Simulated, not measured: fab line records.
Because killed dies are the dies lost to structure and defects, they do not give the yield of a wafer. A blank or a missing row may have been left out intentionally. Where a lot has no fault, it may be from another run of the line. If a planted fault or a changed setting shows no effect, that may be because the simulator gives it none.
8D (eight disciplines) problem report, filled in by code || flow n5 finfet || the parts of the form that need people (team, actions taken, sign-off) are left out

1. PROBLEM STATEMENT
VT_N_LONG at N5_BEOL_M4_RC_MEAS_101 reads a mean of 291.6 mV on 4 wafers of 3 lots; wafers without a fault read 275.0 mV with a standard deviation of 1.9. That is +8.8 standard deviations from the usual mean.
Seen first at day 11 23:37 on prober-02, wafer L381.5. Wafers with a number at this step in the record: 13, from 5 lots. Rule for "out", or "out of limits": more than 4 standard deviations from the usual mean. Any other wafer with a number is counted as sound.

2. WHAT THIS IS AND IS NOT
{"question": "which readings at this step", "is": "VT_N_LONG, IOFF_N_LONG, ION_N, VT_N, VT_N_LVT", "is not": "DIBL_N, DIBL_P, IOFF_P, ION_P, SS_N, SS_P, VT_P"}
{"question": "which lots", "is": "L381, L382, L384", "is not": "L372, L388"}
{"question": "which wafers of those lots", "is": "L381.5, L382.1, L382.5, L384.5", "is not": "L381.4, L381.6, L384.2"}
{"question": "read on which gauges", "is": "prober-02", "is not": "prober-01"}
{"question": "when", "is": "from day 11 23:37", "is not": "up to then (5 sound wafers); but 4 sound wafers of L384, L388 came after"}

3. SUSPECTS, AND WHAT RULES EACH OUT
Counting: a tool at a process step up to the reading stays a suspect if it ran every lot that is out. Sound lots after the first of them don't rule it out here, since some wafers of a struck lot are sound.
- the gauge at N5_BEOL_M4_RC_MEAS_101: kept. All the wafers that are out were read on prober-02, and no step on other tools shows them out.
- ald metal-02 at N5_HKMG_FIN_NWFM_ALD_20 (deposits TiAlC, target thk 2 nm, pulse time 3 s, purge time 2 s): kept. It processed each lot that is out (first: L381, day 8 04:29); up to then, its last sound lot is L372 (day 6 00:31).
What counting leaves: ald metal-02 at N5_HKMG_FIN_NWFM_ALD_20 and prober-02 at N5_BEOL_M4_RC_MEAS_101.

4. THE CAUSE (what the simulator had put in)
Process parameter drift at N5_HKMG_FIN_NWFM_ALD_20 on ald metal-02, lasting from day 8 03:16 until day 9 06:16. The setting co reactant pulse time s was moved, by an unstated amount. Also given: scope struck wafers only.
Counting left 2 suspects, and this tool is among them.

5. THE EFFECT CHAIN, in route order
Rows list readings where the struck wafers' mean (over those with a number) sits beyond 3 standard deviations from the usual. Only readings for which the record gives a usual standard deviation are gone through. hours: the time from each lot's start at the first step in this table that gives one to its start at this step, as a median over the lots. sigmas: the change in usual standard deviations.
{"hours": 0, "step": "N5_BEOL_M4_RC_MEAS_101", "reading": "IOFF_N", "usual": "0.160 nA/um", "on struck wafers": 0.079, "change": -0.081, "sigmas": -3.4}
{"hours": 0, "step": "N5_BEOL_M4_RC_MEAS_101", "reading": "IOFF_N_85C", "usual": "3.1 nA/um", "on struck wafers": 1.7, "change": -1.4, "sigmas": -3.5}
{"hours": 0, "step": "N5_BEOL_M4_RC_MEAS_101", "reading": "IOFF_N_LIN", "usual": "0.074 nA/um", "on struck wafers": 0.037, "change": -0.037, "sigmas": -4.1}
{"hours": 0, "step": "N5_BEOL_M4_RC_MEAS_101", "reading": "IOFF_N_LONG", "usual": "5.55e-05 nA/um", "on struck wafers": 3.81e-05, "change": -1.74e-05, "sigmas": -7.6}
{"hours": 0, "step": "N5_BEOL_M4_RC_MEAS_101", "reading": "ION_N", "usual": "674 uA/um", "on struck wafers": 628, "change": -46, "sigmas": -5.3}
{"hours": 0, "step": "N5_BEOL_M4_RC_MEAS_101", "reading": "VT_N", "usual": "250.0 mV", "on struck wafers": 268.4, "change": "+18.4", "sigmas": "+7.4"}
{"hours": 0, "step": "N5_BEOL_M4_RC_MEAS_101", "reading": "VT_N_LONG", "usual": "275.0 mV", "on struck wafers": 291.6, "change": "+16.6", "sigmas": "+8.8"}
{"hours": 0, "step": "N5_BEOL_M4_RC_MEAS_101", "reading": "VT_N_LVT", "usual": "99.0 mV", "on struck wafers": 117.8, "change": "+18.8", "sigmas": "+6.7"}
{"hours": 99, "step": "N5_PASSIVATION_PROBE_49", "reading": "sort n pass", "usual": 1077, "on struck wafers": 950, "change": -127, "sigmas": -7.9}
{"hours": 99, "step": "N5_PASSIVATION_PROBE_49", "reading": "sort yield pct", "usual": "91.2 %", "on struck wafers": 80.5, "change": -10.7, "sigmas": -7.6}
The process steps in it:
- N5_PASSIVATION_PROBE_49

6. WHAT WOULD HAVE CAUGHT IT SOONER
The first out-of-limits reading at a measuring or inspecting step in this record came at day 11 23:37, 92 hours after the fault's start at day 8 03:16.
An alarm limit of 4 standard deviations would not have fired on the tool readings at N5_HKMG_FIN_NWFM_ALD_20 for which the record gives a usual standard deviation, since none of them was out on any struck wafer.
By day 11 23:37 the whole set of lots that are out, 3 in number, had already begun N5_HKMG_FIN_NWFM_ALD_20 on ald metal-02. A hold on the tool at that time would have spared none of them.
